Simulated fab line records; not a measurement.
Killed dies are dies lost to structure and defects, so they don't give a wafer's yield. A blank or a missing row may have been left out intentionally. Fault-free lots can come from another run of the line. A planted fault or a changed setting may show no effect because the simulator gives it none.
Which tool was responsible? / flow nand harc / 12 lots, 36 wafers sampled, at 4 steps of a route of 1302

== WHAT EACH GAUGE READ, for each wafer ==
NHARC_A_BLC_CD_MEAS_19.
lot=L074; measured=day 22 21:49; on=cd sem-03; cd nm (nm)=101.1 101.9 98.7
lot=L078; measured=day 23 20:10; on=cd sem-01; cd nm (nm)=100.4 103.0 104.2
lot=L080; measured=day 24 16:43; on=cd sem-02; cd nm (nm)=96.4 100.2 100.7
lot=L081; measured=day 25 03:30; on=cd sem-01; cd nm (nm)=100.5 100.2 97.4
lot=L083; measured=day 26 19:19; on=cd sem-01; cd nm (nm)=102.0 100.9 100.8
lot=L086; measured=day 27 00:53; on=cd sem-01; cd nm (nm)=95.5 99.8 100.4
lot=L088; measured=day 28 06:35; on=cd sem-01; cd nm (nm)=97.5 103.6 99.4
lot=L089; measured=day 28 12:15; on=cd sem-03; cd nm (nm)=96.4 105.1 99.1
lot=L091; measured=day 29 08:19; on=cd sem-02; cd nm (nm)=102.4 100.1 100.1
lot=L092; measured=day 30 12:14; on=cd sem-02; cd nm (nm)=97.2 95.1 98.4
lot=L096; measured=day 31 04:59; on=cd sem-02; cd nm (nm)=99.8 97.6 97.5
lot=L097; measured=day 32 15:11; on=cd sem-02; cd nm (nm)=99.0 96.3 98.8

== WHICH TOOL RAN EACH LOT (tool, then ch and the chambers of the sampled wafers, then the start) ==
lot=L074; NHARC_A_CONTACT_DESCUM_74=rie diel-01 ch 0,2,3, day 22 05:59; NHARC_A_CONTACT_ETCH_77=rie diel-01 ch 0,2,3, day 22 11:22 or earlier; NHARC_A_CONTACT_DEP_84=acl dep-03 ch 0, day 22 11:22
lot=L078; NHARC_A_CONTACT_DESCUM_74=rie diel-06 ch 0,1, day 23 04:44; NHARC_A_CONTACT_ETCH_77=rie diel-06 ch 0,1,2, day 23 10:43 or earlier; NHARC_A_CONTACT_DEP_84=acl dep-03 ch 0, day 23 10:43
lot=L080; NHARC_A_CONTACT_DESCUM_74=rie diel-13 ch 0,3, day 23 21:22; NHARC_A_CONTACT_ETCH_77=rie diel-13 ch 0,1, day 24 06:29 or earlier; NHARC_A_CONTACT_DEP_84=acl dep-02 ch 0, day 24 06:29
lot=L081; NHARC_A_CONTACT_DESCUM_74=rie diel-06 ch 0,2,3, day 24 12:20; NHARC_A_CONTACT_ETCH_77=rie diel-06 ch 0,1,3, day 24 17:41 or earlier; NHARC_A_CONTACT_DEP_84=acl dep-03 ch 0, day 24 17:41
lot=L083; NHARC_A_CONTACT_DESCUM_74=rie diel-06 ch 0,1,3, day 26 04:16; NHARC_A_CONTACT_ETCH_77=rie diel-06 ch 1,3, day 26 09:39 or earlier; NHARC_A_CONTACT_DEP_84=acl dep-03 ch 0, day 26 09:39
lot=L086; NHARC_A_CONTACT_DESCUM_74=rie diel-06 ch 1,2,3, day 26 09:20; NHARC_A_CONTACT_ETCH_77=rie diel-06 ch 0,1,2, day 26 14:26 or earlier; NHARC_A_CONTACT_DEP_84=acl dep-01 ch 0, day 26 14:26
lot=L088; NHARC_A_CONTACT_DESCUM_74=rie diel-06 ch 0,2,3, day 27 09:38; NHARC_A_CONTACT_ETCH_77=rie diel-06 ch 1,2,3, day 27 20:50 or earlier; NHARC_A_CONTACT_DEP_84=acl dep-03 ch 0, day 27 20:50
lot=L089; NHARC_A_CONTACT_DESCUM_74=rie diel-06 ch 0,3, day 27 20:55; NHARC_A_CONTACT_ETCH_77=rie diel-06 ch 0,1,2, day 28 02:47 or earlier; NHARC_A_CONTACT_DEP_84=acl dep-03 ch 0, day 28 02:47
lot=L091; NHARC_A_CONTACT_DESCUM_74=rie diel-13 ch 0,1,2, day 28 14:54; NHARC_A_CONTACT_ETCH_77=rie diel-13 ch 0,1,2, day 28 23:04 or earlier; NHARC_A_CONTACT_DEP_84=acl dep-01 ch 0, day 28 23:04
lot=L092; NHARC_A_CONTACT_DESCUM_74=rie diel-06 ch 1,2,3, day 29 18:27; NHARC_A_CONTACT_ETCH_77=rie diel-06 ch 0,1, day 30 01:59 or earlier; NHARC_A_CONTACT_DEP_84=acl dep-02 ch 0, day 30 01:59
lot=L096; NHARC_A_CONTACT_DESCUM_74=rie diel-06 ch 1,2, day 30 13:23; NHARC_A_CONTACT_ETCH_77=rie diel-06 ch 2,3, day 30 18:34 or earlier; NHARC_A_CONTACT_DEP_84=acl dep-01 ch 0, day 30 18:34
lot=L097; NHARC_A_CONTACT_DESCUM_74=rie diel-06 ch 1,2,3, day 31 21:12; NHARC_A_CONTACT_ETCH_77=rie diel-06 ch 2,3, day 32 05:32 or earlier; NHARC_A_CONTACT_DEP_84=acl dep-01 ch 0, day 32 05:32
- NHARC_A_CONTACT_DESCUM_74: chemistry O2, time 3 s.
- NHARC_A_CONTACT_ETCH_77: etches the open film in CF4/CHF3, target depth 108.9 nm, time 54.5 s.
- NHARC_A_CONTACT_DEP_84: deposits aC, target thk 2800 nm.

== THE ANSWER, worked out from the rows above alone ==
Rule: what is usual is taken from the lots themselves. The widest of any qualifying gaps counts: lots, ordered by their means at a reading, are off when they make up no more than a third of the lots, leave a main group of 4 or more, and stand apart from it by 3 or more times the standard deviation of that group's means. Not used: any main group whose means are identical at the precision the tables above print for the reading. Also off: a lot with no number at a reading for which 4 or more lots have one. All remaining lots with rows at the step are treated as sound.
No lot is off at any reading shown: from this, nothing can be told.

== WHAT WAS PUT IN BY THE SIMULATOR ==
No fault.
